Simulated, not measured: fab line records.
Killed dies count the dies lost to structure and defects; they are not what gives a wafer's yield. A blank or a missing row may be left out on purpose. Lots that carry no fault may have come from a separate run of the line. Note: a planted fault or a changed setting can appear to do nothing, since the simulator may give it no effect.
Which tool did it? || flow n5 finfet || 27 wafers from 9 lots sampled at 7 of the route's 1938 steps

== WHAT THE GAUGES SHOWED, per wafer ==
N5_BEOL_M3_INSPECT_59: inspects for defects (darkfield). Usual: raw defect count 73, standard deviation 22.
{"lot": "L899", "measured": "day 10 07:26", "on": "defect inspect-02", "raw defect count": "101 62 82", "flag": ""}
{"lot": "L900", "measured": "day 11 00:25", "on": "defect inspect-02", "raw defect count": "92 76 101", "flag": ""}
{"lot": "L901", "measured": "day 11 04:04", "on": "defect inspect-02", "raw defect count": "60 83 78", "flag": ""}
{"lot": "L904", "measured": "day 11 13:51", "on": "defect inspect-01", "raw defect count": "59 96 79", "flag": ""}
{"lot": "L905", "measured": "day 11 16:30", "on": "defect inspect-02", "raw defect count": "99 74 98", "flag": ""}
{"lot": "L906", "measured": "day 11 19:31", "on": "defect inspect-01", "raw defect count": "57 93 70", "flag": ""}
{"lot": "L907", "measured": "day 12 14:27", "on": "defect inspect-01", "raw defect count": "43 54 64", "flag": ""}
{"lot": "L908", "measured": "day 12 20:07", "on": "defect inspect-01", "raw defect count": "38 64 66", "flag": ""}
{"lot": "L910", "measured": "day 13 01:25", "on": "defect inspect-02", "raw defect count": "92 60 87", "flag": ""}

N5_BEOL_M4_THK_MEAS_01. Usual: M4_ILD_THK gives 79.2 nm (standard deviation 1).
{"lot": "L899", "measured": "day 10 07:32", "on": "film metro-01", "M4_ILD_THK (nm)": "0.0 0.0 0.0", "flag": "OFF"}
{"lot": "L900", "measured": "day 11 00:32", "on": "film metro-01", "M4_ILD_THK (nm)": "0.1 0.0 0.1", "flag": "OFF"}
{"lot": "L901", "measured": "day 11 04:11", "on": "film metro-01", "M4_ILD_THK (nm)": "0.0 0.0 0.0", "flag": "OFF"}
{"lot": "L904", "measured": "day 11 13:57", "on": "film metro-02", "M4_ILD_THK (nm)": "77.8 78.9 79.0", "flag": ""}
{"lot": "L905", "measured": "day 11 16:36", "on": "film metro-01", "M4_ILD_THK (nm)": "78.8 80.0 80.6", "flag": ""}
{"lot": "L906", "measured": "day 11 19:38", "on": "film metro-01", "M4_ILD_THK (nm)": "79.6 79.8 80.6", "flag": ""}
{"lot": "L907", "measured": "day 12 14:34", "on": "film metro-02", "M4_ILD_THK (nm)": "77.8 78.0 79.0", "flag": ""}
{"lot": "L908", "measured": "day 12 20:13", "on": "film metro-01", "M4_ILD_THK (nm)": "77.1 79.5 78.6", "flag": ""}
{"lot": "L910", "measured": "day 13 01:32", "on": "film metro-01", "M4_ILD_THK (nm)": "79.2 79.8 78.2", "flag": ""}

N5_BEOL_M4_OCD_MEAS_38. Usual: trench depth nm 55.3 nm, standard deviation 0.9.
{"lot": "L899", "measured": "day 10 10:52", "on": "ocd-02", "trench depth nm (nm)": "- - -", "flag": "OFF"}
{"lot": "L900", "measured": "day 11 06:58", "on": "ocd-01", "trench depth nm (nm)": "- - -", "flag": "OFF"}
{"lot": "L901", "measured": "day 11 09:49", "on": "ocd-02", "trench depth nm (nm)": "- - -", "flag": "OFF"}
{"lot": "L904", "measured": "day 11 19:23", "on": "ocd-02", "trench depth nm (nm)": "54.9 56.5 56.3", "flag": ""}
{"lot": "L905", "measured": "day 12 01:55", "on": "ocd-01", "trench depth nm (nm)": "54.2 56.1 56.4", "flag": ""}
{"lot": "L906", "measured": "day 11 22:53", "on": "ocd-01", "trench depth nm (nm)": "55.3 56.0 54.4", "flag": ""}
{"lot": "L907", "measured": "day 12 20:05", "on": "ocd-01", "trench depth nm (nm)": "56.1 54.2 55.1", "flag": ""}
{"lot": "L908", "measured": "day 12 22:49", "on": "ocd-02", "trench depth nm (nm)": "54.3 54.2 53.9", "flag": ""}
{"lot": "L910", "measured": "day 13 04:34", "on": "ocd-02", "trench depth nm (nm)": "56.6 55.5 56.7", "flag": ""}

N5_BEOL_M4_RC_MEAS_101. Usual: DIBL_N 36.3 mV/V, standard deviation 1.7; DIBL_P 36.5 mV/V, standard deviation 1.8; IOFF_N 0.16 nA/um, standard deviation 0.033; IOFF_P 0.21 nA/um, standard deviation 0.037; ION_N 675 uA/um, standard deviation 11; ION_P 462 uA/um, standard deviation 7.9; SS_N 71.6 mV/dec, standard deviation 0.64; SS_P 73.3 mV/dec, standard deviation 0.68; VT_N 249 mV, standard deviation 3.3; VT_P -250 mV, standard deviation 3.3.
{"lot": "L904", "measured": "day 12 00:10", "on": "prober-02", "DIBL_N (mV/V)": "37.3 35.6 35.4", "DIBL_P (mV/V)": "35.4 34.2 34.3", "IOFF_N (nA/um)": "0.16 0.15 0.14", "IOFF_P (nA/um)": "0.22 0.22 0.21", "ION_N (uA/um)": "675 703 677", "ION_P (uA/um)": "466 481 469", "SS_N (mV/dec)": "71.4 71.4 71.2", "SS_P (mV/dec)": "72.8 72.5 72.8", "VT_N (mV)": "247 246 249", "VT_P (mV)": "-246 -244 -245", "flag": ""}
{"lot": "L905", "measured": "day 12 06:17", "on": "prober-02", "DIBL_N (mV/V)": "37.0 38.2 37.9", "DIBL_P (mV/V)": "38.3 39.1 38.9", "IOFF_N (nA/um)": "0.22 0.23 0.24", "IOFF_P (nA/um)": "0.22 0.23 0.23", "ION_N (uA/um)": "705 686 683", "ION_P (uA/um)": "462 456 458", "SS_N (mV/dec)": "72.0 72.5 72.2", "SS_P (mV/dec)": "73.2 73.7 73.6", "VT_N (mV)": "243 244 240", "VT_P (mV)": "-251 -248 -250", "flag": ""}
{"lot": "L906", "measured": "day 12 03:55", "on": "prober-01", "DIBL_N (mV/V)": "37.3 36.3 37.3", "DIBL_P (mV/V)": "36.6 35.8 36.4", "IOFF_N (nA/um)": "0.16 0.15 0.17", "IOFF_P (nA/um)": "0.23 0.22 0.23", "ION_N (uA/um)": "678 662 667", "ION_P (uA/um)": "472 460 464", "SS_N (mV/dec)": "71.4 71.4 71.9", "SS_P (mV/dec)": "72.5 73.4 73.5", "VT_N (mV)": "254 253 249", "VT_P (mV)": "-245 -248 -247", "flag": ""}
{"lot": "L907", "measured": "day 13 00:05", "on": "prober-02", "DIBL_N (mV/V)": "33.4 35.3 34.3", "DIBL_P (mV/V)": "33.1 34.8 33.9", "IOFF_N (nA/um)": "0.13 0.16 0.14", "IOFF_P (nA/um)": "0.17 0.19 0.18", "ION_N (uA/um)": "682 677 672", "ION_P (uA/um)": "465 462 459", "SS_N (mV/dec)": "71.4 71.3 71.9", "SS_P (mV/dec)": "72.7 73.6 73.2", "VT_N (mV)": "251 247 250", "VT_P (mV)": "-254 -251 -252", "flag": ""}
{"lot": "L908", "measured": "day 13 03:38", "on": "prober-02", "DIBL_N (mV/V)": "40.0 38.2 37.6", "DIBL_P (mV/V)": "40.9 38.7 37.9", "IOFF_N (nA/um)": "0.28 0.23 0.21", "IOFF_P (nA/um)": "0.27 0.24 0.22", "ION_N (uA/um)": "717 695 687", "ION_P (uA/um)": "475 461 459", "SS_N (mV/dec)": "72.9 73.1 71.7", "SS_P (mV/dec)": "74.6 74.5 73.4", "VT_N (mV)": "241 242 245", "VT_P (mV)": "-250 -249 -251", "flag": ""}
{"lot": "L910", "measured": "day 13 10:06", "on": "prober-01", "DIBL_N (mV/V)": "33.2 36.3 36.8", "DIBL_P (mV/V)": "33.6 37.7 38.6", "IOFF_N (nA/um)": "0.12 0.18 0.19", "IOFF_P (nA/um)": "0.16 0.21 0.22", "ION_N (uA/um)": "669 678 677", "ION_P (uA/um)": "452 461 458", "SS_N (mV/dec)": "71.2 71.9 72.1", "SS_P (mV/dec)": "72.4 74.4 74.3", "VT_N (mV)": "252 248 246", "VT_P (mV)": "-256 -250 -253", "flag": ""}

== WHAT TOOL EACH LOT RAN ON (gives the tool, then ch and the chambers of the sampled wafers, and finally the start) ==
{"lot": "L899", "N5_BEOL_M3_SPUTTER_92": "pvd sputter-01, day 10 05:53", "N5_BEOL_M3_CMP_52": "cmp-02 ch 0,3, day 10 06:52", "N5_BEOL_M4_ILD_DEP_00": "pecvd-03 ch 1,2, day 10 07:28"}
{"lot": "L900", "N5_BEOL_M3_SPUTTER_92": "pvd sputter-01, day 10 22:44", "N5_BEOL_M3_CMP_52": "cmp-02 ch 0,1,3, day 10 23:43", "N5_BEOL_M4_ILD_DEP_00": "pecvd-01 ch 0,1,2, day 11 00:28"}
{"lot": "L901", "N5_BEOL_M3_SPUTTER_92": "pvd sputter-01, day 11 02:25", "N5_BEOL_M3_CMP_52": "cmp-02 ch 0,1,2, day 11 03:26", "N5_BEOL_M4_ILD_DEP_00": "pecvd-04 ch 0,2, day 11 04:06"}
{"lot": "L904", "N5_BEOL_M3_SPUTTER_92": "pvd sputter-01, day 11 12:17", "N5_BEOL_M3_CMP_52": "cmp-02 ch 1,3, day 11 13:15", "N5_BEOL_M4_ILD_DEP_00": "pecvd-04 ch 0,1,2, day 11 13:53"}
{"lot": "L905", "N5_BEOL_M3_SPUTTER_92": "pvd sputter-03, day 11 14:59", "N5_BEOL_M3_CMP_52": "cmp-02 ch 0,1, day 11 15:57", "N5_BEOL_M4_ILD_DEP_00": "pecvd-03 ch 1,2, day 11 16:32"}
{"lot": "L906", "N5_BEOL_M3_SPUTTER_92": "pvd sputter-02, day 11 18:01", "N5_BEOL_M3_CMP_52": "cmp-02 ch 2,3, day 11 18:56", "N5_BEOL_M4_ILD_DEP_00": "pecvd-01 ch 0,1,2, day 11 19:35"}
{"lot": "L907", "N5_BEOL_M3_SPUTTER_92": "pvd sputter-01, day 12 12:52", "N5_BEOL_M3_CMP_52": "cmp-02 ch 0,2,3, day 12 13:48", "N5_BEOL_M4_ILD_DEP_00": "pecvd-04 ch 0,1, day 12 14:29"}
{"lot": "L908", "N5_BEOL_M3_SPUTTER_92": "pvd sputter-01, day 12 18:37", "N5_BEOL_M3_CMP_52": "cmp-01 ch 1,2, day 12 19:32", "N5_BEOL_M4_ILD_DEP_00": "pecvd-03 ch 0,2, day 12 20:10"}
{"lot": "L910", "N5_BEOL_M3_SPUTTER_92": "pvd sputter-01, day 12 23:54", "N5_BEOL_M3_CMP_52": "cmp-02 ch 0,2, day 13 00:52", "N5_BEOL_M4_ILD_DEP_00": "pecvd-01 ch 1,2, day 13 01:27"}
- N5_BEOL_M3_SPUTTER_92: material Cu, target thk 4.5 nm, time 8.29 s.
- N5_BEOL_M3_CMP_52: polishes, stops on SiOC, t overpolish 6.8 s, target thk 40 nm.
- N5_BEOL_M4_ILD_DEP_00: deposits SiOC from DEMS/O2, target thk 79 nm, time 15.3 s.

== AS READ BY THE TOOLS THEMSELVES (means over the sampled wafers that have a number; for cases with no such wafer, the mark the record gives instead) ==
N5_BEOL_M3_SPUTTER_92. Usual: throttle valve pct 30.6 %, standard deviation 0.83.
{"lot": "L899", "tool": "pvd sputter-01", "throttle valve pct (%)": 31.1, "flag": ""}
{"lot": "L900", "tool": "pvd sputter-01", "throttle valve pct (%)": 31.1, "flag": ""}
{"lot": "L901", "tool": "pvd sputter-01", "throttle valve pct (%)": 30.6, "flag": ""}
{"lot": "L904", "tool": "pvd sputter-01", "throttle valve pct (%)": 30.7, "flag": ""}
{"lot": "L905", "tool": "pvd sputter-03", "throttle valve pct (%)": 30.2, "flag": ""}
{"lot": "L906", "tool": "pvd sputter-02", "throttle valve pct (%)": 30.6, "flag": ""}
{"lot": "L907", "tool": "pvd sputter-01", "throttle valve pct (%)": 31.3, "flag": ""}
{"lot": "L908", "tool": "pvd sputter-01", "throttle valve pct (%)": 30.9, "flag": ""}
{"lot": "L910", "tool": "pvd sputter-01", "throttle valve pct (%)": 30.6, "flag": ""}

N5_BEOL_M3_CMP_52. Usual: barrier field endpoint s 24.9 s, standard deviation 0.63; edge zone pressure frac 1.000, standard deviation 0.0049; motor current A 6.1 A, standard deviation 0.49; overpolish run s 6.801 s, standard deviation 0.01; time to endpoint s 63 s, standard deviation 3.3.
{"lot": "L899", "tool": "cmp-02", "barrier field endpoint s (s)": 25.4, "edge zone pressure frac": 1.000, "motor current A (A)": 6.3, "overpolish run s (s)": 6.800, "time to endpoint s (s)": 64, "flag": ""}
{"lot": "L900", "tool": "cmp-02", "barrier field endpoint s (s)": 25.4, "edge zone pressure frac": 0.998, "motor current A (A)": 6.1, "overpolish run s (s)": 6.804, "time to endpoint s (s)": 64, "flag": ""}
{"lot": "L901", "tool": "cmp-02", "barrier field endpoint s (s)": 25.4, "edge zone pressure frac": 1.005, "motor current A (A)": 6.0, "overpolish run s (s)": 6.797, "time to endpoint s (s)": 61, "flag": ""}
{"lot": "L904", "tool": "cmp-02", "barrier field endpoint s (s)": 24.9, "edge zone pressure frac": 1.002, "motor current A (A)": 6.3, "overpolish run s (s)": 6.796, "time to endpoint s (s)": 62, "flag": ""}
{"lot": "L905", "tool": "cmp-02", "barrier field endpoint s (s)": 24.3, "edge zone pressure frac": 1.004, "motor current A (A)": 6.2, "overpolish run s (s)": 6.802, "time to endpoint s (s)": 60, "flag": ""}
{"lot": "L906", "tool": "cmp-02", "barrier field endpoint s (s)": 25.3, "edge zone pressure frac": 1.000, "motor current A (A)": 6.2, "overpolish run s (s)": 6.799, "time to endpoint s (s)": 63, "flag": ""}
{"lot": "L907", "tool": "cmp-02", "barrier field endpoint s (s)": 24.6, "edge zone pressure frac": 1.000, "motor current A (A)": 6.1, "overpolish run s (s)": 6.806, "time to endpoint s (s)": 60, "flag": ""}
{"lot": "L908", "tool": "cmp-01", "barrier field endpoint s (s)": 25.6, "edge zone pressure frac": 1.000, "motor current A (A)": 6.4, "overpolish run s (s)": 6.801, "time to endpoint s (s)": 64, "flag": ""}
{"lot": "L910", "tool": "cmp-02", "barrier field endpoint s (s)": 25.5, "edge zone pressure frac": 0.998, "motor current A (A)": 6.1, "overpolish run s (s)": 6.805, "time to endpoint s (s)": 64, "flag": ""}

N5_BEOL_M4_ILD_DEP_00. Usual: chamber pressure Torr 5.000 Torr, standard deviation 0.011; heater power outer w 249 W, standard deviation 43; heater power w 455 W, standard deviation 48; showerhead plenum p Torr 5.695 Torr, standard deviation 0.013; throttle valve pct 12.1 %, standard deviation 0.77.
{"lot": "L899", "tool": "pecvd-03", "chamber pressure Torr (Torr)": "-", "heater power outer w (W)": "-", "heater power w (W)": "-", "showerhead plenum p Torr (Torr)": "-", "throttle valve pct (%)": "-", "flag": "OFF"}
{"lot": "L900", "tool": "pecvd-01", "chamber pressure Torr (Torr)": "-", "heater power outer w (W)": "-", "heater power w (W)": "-", "showerhead plenum p Torr (Torr)": "-", "throttle valve pct (%)": "-", "flag": "OFF"}
{"lot": "L901", "tool": "pecvd-04", "chamber pressure Torr (Torr)": "-", "heater power outer w (W)": "-", "heater power w (W)": "-", "showerhead plenum p Torr (Torr)": "-", "throttle valve pct (%)": "-", "flag": "OFF"}
{"lot": "L904", "tool": "pecvd-04", "chamber pressure Torr (Torr)": 5.000, "heater power outer w (W)": 220, "heater power w (W)": 418, "showerhead plenum p Torr (Torr)": 5.688, "throttle valve pct (%)": 11.7, "flag": ""}
{"lot": "L905", "tool": "pecvd-03", "chamber pressure Torr (Torr)": 5.009, "heater power outer w (W)": 220, "heater power w (W)": 412, "showerhead plenum p Torr (Torr)": 5.707, "throttle valve pct (%)": 11.9, "flag": ""}
{"lot": "L906", "tool": "pecvd-01", "chamber pressure Torr (Torr)": 4.999, "heater power outer w (W)": 293, "heater power w (W)": 513, "showerhead plenum p Torr (Torr)": 5.700, "throttle valve pct (%)": 13.0, "flag": ""}
{"lot": "L907", "tool": "pecvd-04", "chamber pressure Torr (Torr)": 4.996, "heater power outer w (W)": 246, "heater power w (W)": 454, "showerhead plenum p Torr (Torr)": 5.687, "throttle valve pct (%)": 12.2, "flag": ""}
{"lot": "L908", "tool": "pecvd-03", "chamber pressure Torr (Torr)": 5.019, "heater power outer w (W)": 215, "heater power w (W)": 425, "showerhead plenum p Torr (Torr)": 5.691, "throttle valve pct (%)": 12.0, "flag": ""}
{"lot": "L910", "tool": "pecvd-01", "chamber pressure Torr (Torr)": 5.000, "heater power outer w (W)": 331, "heater power w (W)": 550, "showerhead plenum p Torr (Torr)": 5.708, "throttle valve pct (%)": 13.4, "flag": ""}

== THE ANSWER, worked out from the rows above alone ==
Rule: a lot is off if the mean of its wafers that have a number lies more than 3 standard deviations from the usual mean. Also off: a lot with no number at a reading for which 4 or more lots have one. The other lots that the step has rows for count as sound. After the gauges, taken in route order, come the tools' own readings; for these a lot's mean is taken, as printed above. At the first step where some lot is off, the reading lying furthest off is the one used; lots without a number count as furthest.
Off: at N5_BEOL_M4_THK_MEAS_01 (M4_ILD_THK), L899, L900, L901.
If a tool, at a process step before that reading, ran all the lots that are off and no sound lot after the first of them, it fits. Not tried: the gauges at N5_BEOL_M4_THK_MEAS_01; whatever is off there is also off at N5_BEOL_M4_OCD_MEAS_38, on other tools, and gauge error can't account for it. Not one of the candidates tried fits.

== WHAT THE SIMULATOR PUT IN ==
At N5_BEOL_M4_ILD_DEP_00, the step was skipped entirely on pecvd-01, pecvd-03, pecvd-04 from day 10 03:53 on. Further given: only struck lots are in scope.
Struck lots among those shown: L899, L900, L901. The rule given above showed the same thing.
